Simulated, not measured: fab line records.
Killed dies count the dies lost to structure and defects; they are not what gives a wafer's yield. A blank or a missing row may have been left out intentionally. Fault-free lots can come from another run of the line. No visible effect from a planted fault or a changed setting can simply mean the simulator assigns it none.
fab line records	flow nand_harc
[record] lots = 13	wafers = 37	last_day = 33
route steps=1302 shown A_STAIRCASE@708 END@1302
lots that met no fault: from a run of the same line without faults
start_h: hours from the record's first day to the start of the lot's first wafer shown	wait_h: hours since the lot's step before	" the same as in the row above	L1.1+2: one row covering several wafers at once	- no value, or no start given	* or withheld: withheld	< > ~ a bound
route shown NAME@n: names a module that has steps shown in the file, with the first one's number in the route	usual: mean and standard deviation over wafers with no fault	same: alike in all rows	chamber/n: place in a boat	sites: each site's reading	_std_site: the standard deviation of these	_edge_site: outer sites' mean less inner sites'	radius_mm: for every site, how far away it sits from the centre of the wafer	mask NAME#n: copy n	behind: tool/chamber where the wafer was last shaped	hold: why the lot was held/for how many hours/how that ended	device: whichever transistor did not switch (one of n, p or np)	end of line: the tests these same wafers got at the end of their route	a step given without rows: its recipe and nothing more	killed: the dies lost at the first sort to structure and to defects; this is not the yield of the wafer	map: per-die view of a wafer (x killed, . not killed, _ where there is no die)
set.NAME: the run value of the setting; set.NAME@STEP: its run value at that earlier step	model.NAME: the simulator's own value behind a step, which no gauge read
route steps across a sampled set of lots; one table per step, one row per wafer
services: when a tool's chamber went out of use (start_h, in hours from the record's first day, below 0 if earlier), for how many hours, and the reason
[[steps]]
[step NHARC_A_STAIRCASE_ETCH_194]
[recipe] target_depth_a = 1000	time_s = 40.5	ion_energy_ev = 400	c4f8_flow_sccm = 20	o2_flow_sccm = 10	ar_flow_sccm = withheld	rf_w = 600	bias_w = 1000	chemistry = C4F8/O2
[usual] oes_product_au = 0.944/0.012	rf_vpp_V = 897/5.1
lot.wafer	tool	chamber	start_h	wait_h	oes_product_au	rf_hours_counter_h	rf_vpp_V
L295.3	rie_diel-01	1	-	-	0.941	39	886
L295.4	"	1	"	"	0.937	-	889
L295.5	"	0	"	"	0.958	-	893
L296.2	rie_diel-07	0	-	-	0.940	24	901
L296.1	"	2	"	"	0.943	24	892
L296.5	"	0	"	"	0.946	-	899
L300.4	rie_diel-01	3	-	-	0.949	9	897
L300.6	"	1	"	"	0.946	-	887
L300.5	"	2	"	"	0.941	-	896
L305.1	rie_diel-07	3	-	-	0.923	57	902
L305.2	"	0	"	"	0.940	51	900
L305.5	"	1	"	"	0.955	-	906
L308.4	rie_diel-04	1	-	-	0.955	37	902
L308.3	"	2	"	"	0.951	40	897
L309.4	rie_diel-04	0	-	-	0.938	42	902
L309.6	"	3	"	"	0.944	-	898
L310.1	rie_diel-07	2	-	-	0.956	10	892
L310.4	"	3	"	"	0.935	9	902
L310.2	"	0	"	"	0.944	9	899
L311.4	rie_diel-01	2	-	-	0.940	41	896
L311.3	"	0	"	"	0.947	42	891
L311.5	"	3	"	"	0.936	-	895
L314.1	rie_diel-04	2	-	-	0.935	8	897
L314.5	"	2	"	"	0.926	-	897
L314.4	"	1	"	"	0.922	-	903
L315.3	rie_diel-01	0	-	-	0.960	52	890
L315.6	"	3	"	"	0.942	-	896
L315.5	"	0	"	"	0.964	-	891
L316.4	rie_diel-04	2	-	-	0.932	13	896
L316.2	"	0	"	"	0.942	3	903
L316.6	"	2	"	"	0.930	-	897
L317.2	rie_diel-04	0	-	-	0.944	7	904
L317.1	"	2	"	"	0.934	16	896
L317.5	"	2	"	"	0.930	-	896
L318.1	rie_diel-01	3	-	-	0.947	3	896
L318.2	"	0	"	"	0.956	9	891
L318.6	"	3	"	"	0.956	-	894
[step NHARC_A_STAIRCASE_TRIM_220]
[recipe] time_s = 211.2	o2_flow_sccm = 500	ar_flow_sccm = 0	bias_w = 0	chemistry = O2
[usual] drypump_motor_current_A = 5.7/0.31	oes_product_au = 1.001/0.011	rf_vpp_V = 57.8/0.89	showerhead_plenum_p_Torr = 3.56/0.13	throttle_valve_pct = 17.037/0.0085
lot.wafer	tool	chamber	start_h	wait_h	drypump_motor_current_A	oes_product_au	rf_hours_counter_h	rf_vpp_V	showerhead_plenum_p_Torr	throttle_valve_pct
L295.3	rie_diel-01	1	351.65	0.2	6.3	1.012	40	58.3	3.30	17.042
L295.5	"	1	"	"	6.3	1.010	-	57.3	3.30	17.035
L295.4	"	2	"	"	5.7	1.010	-	56.7	3.54	17.038
L296.2	rie_diel-04	0	374.71	0.1	5.8	0.996	2	58.5	3.74	17.043
L296.1	"	1	"	"	5.5	1.009	2	57.9	3.71	17.040
L296.5	"	0	"	"	5.8	0.987	-	59.2	3.74	17.028
L300.4	rie_diel-07	3	422.48	0.1	5.4	0.979	42	58.4	3.75	17.031
L300.5	"	1	"	"	5.9	1.009	-	58.2	3.76	17.028
L300.6	"	2	"	"	5.2	1.006	-	57.4	3.40	17.044
L305.2	rie_diel-04	2	474.75	0.1	5.7	0.976	38	58.1	3.56	17.056
L305.1	"	0	"	"	5.8	0.993	34	57.2	3.72	17.033
L305.5	"	1	"	"	5.5	1.005	-	58.8	3.69	17.036
L308.4	rie_diel-04	0	481.76	0.1	5.8	1.008	36	58.3	3.72	17.035
L308.3	"	1	"	"	5.5	1.007	38	57.5	3.69	17.037
L309.4	rie_diel-01	3	504.05	0.1	6.3	1.014	39	59.0	3.51	17.050
L309.6	"	2	"	"	5.7	0.994	-	57.3	3.52	17.045
L310.2	rie_diel-07	2	518.33	0.1	5.1	1.004	11	56.5	3.39	17.039
L310.4	"	3	"	"	5.4	0.987	10	58.3	3.73	17.039
L310.1	"	1	"	"	5.8	1.010	11	58.5	3.74	17.026
L311.4	rie_diel-01	3	519.12	0.1	6.3	0.998	44	58.4	3.51	17.045
L311.3	"	1	"	"	6.3	0.994	40	56.3	3.28	17.037
L311.5	"	3	"	"	6.3	1.011	-	58.5	3.51	17.046
L314.1	rie_diel-04	1	560.10	0.1	5.5	0.998	10	58.7	3.68	17.035
L314.4	"	2	"	"	5.7	0.987	-	58.5	3.54	17.044
L314.5	"	1	"	"	5.5	0.980	-	58.7	3.68	17.045
L315.3	rie_diel-04	1	561.25	0.3	5.5	0.984	-	58.2	3.68	17.037
L315.6	"	3	"	"	5.7	1.004	-	58.4	3.56	17.037
L315.5	"	1	"	"	5.5	0.987	-	57.9	3.68	17.038
L316.4	rie_diel-01	3	580.03	0.1	6.4	1.015	0	57.8	3.50	17.039
L316.2	"	0	"	"	5.7	1.017	6	57.2	3.39	17.044
L316.6	"	3	"	"	6.3	1.012	-	57.4	3.50	17.033
L317.1	rie_diel-04	1	587.43	0.1	5.5	0.985	20	58.1	3.67	17.041
L317.2	"	2	"	"	5.6	0.987	17	57.9	3.54	17.041
L317.5	"	2	"	"	5.7	1.001	-	56.3	3.54	17.051
L318.2	rie_diel-07	3	588.18	0.1	5.4	0.987	38	58.1	3.72	17.024
L318.1	"	1	"	"	5.8	1.002	33	59.1	3.73	17.055
L318.6	"	0	"	"	5.2	1.008	-	57.9	3.60	17.047
[step NHARC_A_STAIRCASE_TRIM_229]
[recipe] time_s = 211.2	o2_flow_sccm = 500	ar_flow_sccm = 0	bias_w = 0	chemistry = O2
[usual] drypump_motor_current_A = 5.7/0.32	oes_product_au = 1.001/0.011	rf_vpp_V = 57.9/0.92	showerhead_plenum_p_Torr = 3.58/0.14	throttle_valve_pct = 17.036/0.0087
lot.wafer	tool	chamber	start_h	wait_h	drypump_motor_current_A	oes_product_au	rf_hours_counter_h	rf_vpp_V	showerhead_plenum_p_Torr	throttle_valve_pct
L295.4	rie_diel-07	3	354.21	0.1	5.4	0.979	14	59.1	3.77	17.019
L295.3	"	0	"	"	5.2	1.002	16	57.9	3.64	17.050
L295.5	"	3	"	"	5.4	0.985	-	58.8	3.76	17.040
L296.1	rie_diel-07	3	375.75	0.1	5.4	0.989	22	58.0	3.76	17.028
L296.2	"	1	"	"	5.9	1.004	23	59.6	3.76	17.048
L296.5	"	3	"	"	5.4	0.983	-	60.0	3.76	17.031
L300.4	rie_diel-04	2	423.51	0.1	5.6	0.991	19	58.4	3.57	17.033
L300.5	"	2	"	"	5.6	0.992	-	58.4	3.57	17.041
L300.6	"	3	"	"	5.6	1.011	-	58.5	3.58	17.031
L305.2	rie_diel-04	3	475.76	0.1	5.6	0.992	36	57.6	3.57	17.021
L305.1	"	2	"	"	5.7	0.989	39	58.2	3.56	17.031
L305.5	"	0	"	"	5.8	0.991	-	56.4	3.72	17.045
L308.3	rie_diel-04	0	482.76	0.1	5.8	0.999	36	57.6	3.72	17.040
L308.4	"	1	"	"	5.5	1.005	38	57.8	3.69	17.035
L309.4	rie_diel-04	0	505.30	0.1	5.8	1.000	42	58.6	3.72	17.026
L309.6	"	1	"	"	5.5	1.026	-	58.0	3.69	17.036
L310.1	rie_diel-07	2	519.35	0.1	5.2	0.995	11	55.6	3.39	17.040
L310.4	"	3	"	"	5.4	0.994	10	59.7	3.73	17.029
L310.2	"	0	"	"	5.2	1.009	10	56.8	3.61	17.038
L311.3	rie_diel-01	2	520.16	0.1	5.7	1.003	42	58.8	3.52	17.034
L311.4	"	0	"	"	5.7	1.010	43	57.9	3.40	17.039
L311.5	"	2	"	"	5.7	0.998	-	58.1	3.52	17.036
L314.1	rie_diel-07	1	562.27	0.2	5.9	1.003	23	58.1	3.74	17.034
L314.4	"	1	"	"	5.9	1.003	-	58.0	3.74	17.040
L314.5	"	2	"	"	5.2	0.996	-	57.3	3.38	17.039
L315.3	rie_diel-04	1	563.05	0.2	5.5	0.992	-	58.4	3.67	17.044
L315.5	"	1	"	"	5.5	0.992	-	59.5	3.68	17.045
L315.6	"	3	"	"	5.6	1.023	-	57.7	3.56	17.030
L316.4	rie_diel-01	0	581.56	0.1	5.7	1.035	7	57.2	3.39	17.035
L316.2	"	3	"	"	6.3	1.021	1	58.7	3.50	17.039
L316.6	"	1	"	"	6.2	0.993	-	57.8	3.80	17.020
L317.2	rie_diel-07	2	588.72	0.1	5.1	0.991	38	57.2	3.37	17.046
L317.1	"	1	"	"	5.8	1.000	33	57.1	3.73	17.051
L317.5	"	3	"	"	5.4	0.980	-	59.1	3.72	17.033
L318.2	rie_diel-04	2	589.32	0.1	5.7	0.985	18	58.2	3.54	17.042
L318.1	"	1	"	"	5.5	0.979	21	57.1	3.67	17.028
L318.6	"	2	"	"	5.6	0.979	-	57.3	3.54	17.038
[step NHARC_A_STAIRCASE_TRIM_231]
[recipe] time_s = 211.2	o2_flow_sccm = 500	ar_flow_sccm = 0	bias_w = 0	chemistry = O2
[usual] drypump_motor_current_A = 5.7/0.33	oes_product_au = 0.999/0.011	rf_vpp_V = 57.9/1	showerhead_plenum_p_Torr = 3.57/0.14	throttle_valve_pct = 17.036/0.0097
lot.wafer	tool	chamber	start_h	wait_h	drypump_motor_current_A	oes_product_au	rf_hours_counter_h	rf_vpp_V	showerhead_plenum_p_Torr	throttle_valve_pct
L295.4	rie_diel-07	0	354.58	-	5.2	1.007	17	57.9	3.64	17.041
L295.3	"	1	"	"	5.9	0.998	19	58.8	3.77	17.032
L295.5	"	0	"	"	5.2	0.998	-	57.2	3.64	17.044
L296.1	rie_diel-07	1	376.05	-	5.8	0.991	23	57.3	3.76	17.050
L296.2	"	2	"	"	5.1	0.990	25	58.0	3.41	17.024
L296.5	"	3	"	"	5.4	0.972	-	60.4	3.76	17.038
L300.4	rie_diel-04	3	423.79	-	5.6	1.010	19	59.2	3.58	17.033
L300.6	"	2	"	"	5.7	0.986	-	57.9	3.57	17.019
L300.5	"	3	"	"	5.6	1.004	-	57.1	3.58	17.041
L305.2	rie_diel-04	3	476.05	-	5.6	0.995	37	57.6	3.57	17.032
L305.1	"	0	"	"	5.8	1.160	34	58.3	3.72	17.030
L305.5	"	3	"	"	5.6	0.991	-	57.6	3.57	17.034
L308.4	rie_diel-04	3	483.05	-	5.6	1.171	39	57.2	3.57	17.040
L308.3	"	1	"	"	5.4	0.998	38	57.8	3.69	17.027
L309.4	rie_diel-04	2	505.55	-	5.7	1.150	46	57.5	3.56	17.014
L309.6	"	0	"	"	5.8	0.990	-	58.7	3.72	17.042
L310.2	rie_diel-07	2	519.64	-	5.2	1.002	12	56.3	3.39	17.020
L310.1	"	3	"	"	5.4	0.985	11	58.1	3.73	17.039
L310.4	"	0	"	"	5.2	1.012	10	57.4	3.61	17.045
L311.4	rie_diel-01	0	520.41	-	5.7	1.013	43	57.0	3.40	17.043
L311.3	"	2	"	"	5.7	1.004	42	59.3	3.52	17.011
L311.5	"	1	"	"	6.2	0.994	-	57.8	3.28	17.038
L314.1	rie_diel-07	2	562.61	-	5.2	0.992	28	55.9	3.38	17.036
L314.4	"	2	"	"	5.2	0.998	-	57.4	3.38	17.031
L314.5	"	3	"	"	5.4	0.991	-	58.1	3.73	17.050
L315.3	rie_diel-04	1	563.45	0.1	5.4	0.990	-	57.9	3.68	17.020
L315.5	"	1	"	"	5.5	0.977	-	58.2	3.68	17.052
L315.6	"	3	"	"	5.6	1.003	-	57.0	3.55	17.025
L316.2	rie_diel-01	0	581.86	-	5.7	1.017	7	59.3	3.39	17.029
L316.6	"	3	"	"	6.3	1.019	-	57.7	3.50	17.030
L316.4	"	1	"	"	6.2	0.992	-	59.6	3.80	17.025
L317.1	rie_diel-07	2	589.03	-	5.1	0.991	38	56.4	3.37	17.032
L317.2	"	3	"	"	5.4	0.979	39	58.7	3.72	17.053
L317.5	"	3	"	"	5.4	0.983	-	58.1	3.72	17.041
L318.2	rie_diel-04	0	591.09	-	5.8	0.988	10	57.9	3.71	17.042
L318.1	"	1	"	"	5.5	0.977	22	57.9	3.67	17.029
L318.6	"	1	"	"	5.5	0.982	-	57.3	3.67	17.035
[step NHARC_END_SORT_01]
[recipe] temp_c = 25
[usual] killed_at_array = 57/20	killed_at_other = 1.0/1.5	killed_at_periphery = 3.5/2.5	killed_dies = 62/21	killed_open = 3.5/1.9	killed_short = 2.4/1.6
[same] gross_dies = 677
lot.wafer	tool	chamber	start_h	wait_h	killed_at_array	killed_at_other	killed_at_periphery	killed_dies	killed_open	killed_short
L305.1	prober-01	0	667.09	2.5	189	2	3	194	4	2
L305.2	prober-01	0	667.89	2.8	52	0	2	54	3	1
L305.5	prober-01	0	670.30	3.7	45	1	4	50	6	3
// killed by level:class
L305.1 A_STAIRCASE:area_trim=150 A_SLIT:chamber_film_flake=19 A_CHANNEL_HOLE_D1:chamber_film_flake=7 A_CONTACT:chamber_film_flake=3 A_STAIRCASE:chamber_film_flake=2 THIN_TSV:chamber_film_flake=2 P_CONTACT:geometric_particle:short=1 P_CONTACT:geometric_particle:open=1
L305.2 A_SLIT:chamber_film_flake=29 A_CHANNEL_HOLE_D1:chamber_film_flake=6 A_CONTACT:chamber_film_flake=4 A_CHANNEL_FILL_D2:chamber_film_flake=3 A_STAIRCASE:chamber_film_flake=3 A_DECK1_JOINT:chamber_film_flake=2 A_CHANNEL_HOLE_D2:chamber_film_flake=2 P_GATE:geometric_particle:open=1
L305.5 A_SLIT:chamber_film_flake=28 A_CHANNEL_HOLE_D1:chamber_film_flake=4 P_CONTACT:geometric_particle:open=2 A_CHANNEL_HOLE_D2:chamber_film_flake=2 A_M0:chamber_film_flake=2 P_M0:geometric_particle:open=1 P_M0:geometric_particle:short=1 A_ONON_D1:geometric_particle:short=1
[[services]]
tool	chamber	start_h	hours	kind
rie_diel-04	0	336.38	-	clean
rie_diel-04	1	336.38	-	clean
rie_diel-04	2	336.38	-	clean
rie_diel-04	3	336.38	-	clean
rie_diel-01	3	345.57	6.2	repair
rie_diel-04	-	354.90	9.0	pm
rie_diel-04	0	354.90	9.0	vent_cycle
rie_diel-04	1	354.90	9.0	vent_cycle
rie_diel-04	2	354.90	9.0	vent_cycle
rie_diel-04	3	354.90	9.0	vent_cycle
rie_diel-07	1	359.86	2.9	repair
rie_diel-04	0	363.90	-	clean
rie_diel-04	1	363.90	-	clean
rie_diel-01	1	366.50	3.8	repair
rie_diel-01	3	378.09	9.6	repair
rie_diel-01	-	380.80	9.0	pm
rie_diel-07	0	393.62	9.9	repair
rie_diel-07	0	403.85	8.8	repair
rie_diel-07	-	471.20	9.0	pm
rie_diel-04	-	532.93	9.0	pm
rie_diel-07	1	554.62	4.5	repair
rie_diel-07	0	555.62	7.3	repair
rie_diel-01	2	581.64	14.5	repair
rie_diel-04	3	582.21	24.3	repair
[[key]]
[first_sign] step = NHARC_A_STAIRCASE_TRIM_231	reading = oes_product_au	direction = up	sigmas = 15	usual = 0.999	struck = 1.161
[effect] step = NHARC_END_SORT_01	reading = killed_at_array	direction = up	sigmas = 6.5	usual = 57	struck = 189
[more_kills_born_at] NHARC_A_STAIRCASE_TRIM_231@rie_diel-04 = 150
met_at NHARC_A_STAIRCASE_TRIM_231
struck_lots L305,L308,L309
struck_wafers L305.1,L308.4,L309.4
sort_left_out L308.4,L309.4
tester_left_out L305,L308,L309
not_acting_at NHARC_A_STAIRCASE_ETCH_194,NHARC_A_STAIRCASE_TRIM_220,NHARC_A_STAIRCASE_TRIM_229
onset_between 423.79 476.05
[fault] kind = process_parameter_drift	tool = rie_diel-04	chamber = -	onset_h = 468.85	steps = NHARC_A_STAIRCASE_TRIM_231	channel = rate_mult	offset = 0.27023	shape = step	end_h = 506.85	scope = struck_wafers_only
// tester_left_out: of these lots the tester's yield and bins aren't shown, on N5 and GAA mostly nor the transistor test; their killed dies are dies lost to structure and defects alone, not to doping, threshold or leakage, so they don't give the yield
// sort_left_out: the simulated sort isn't trusted on such a fault, so these wafers' sort isn't shown, and their yield isn't known
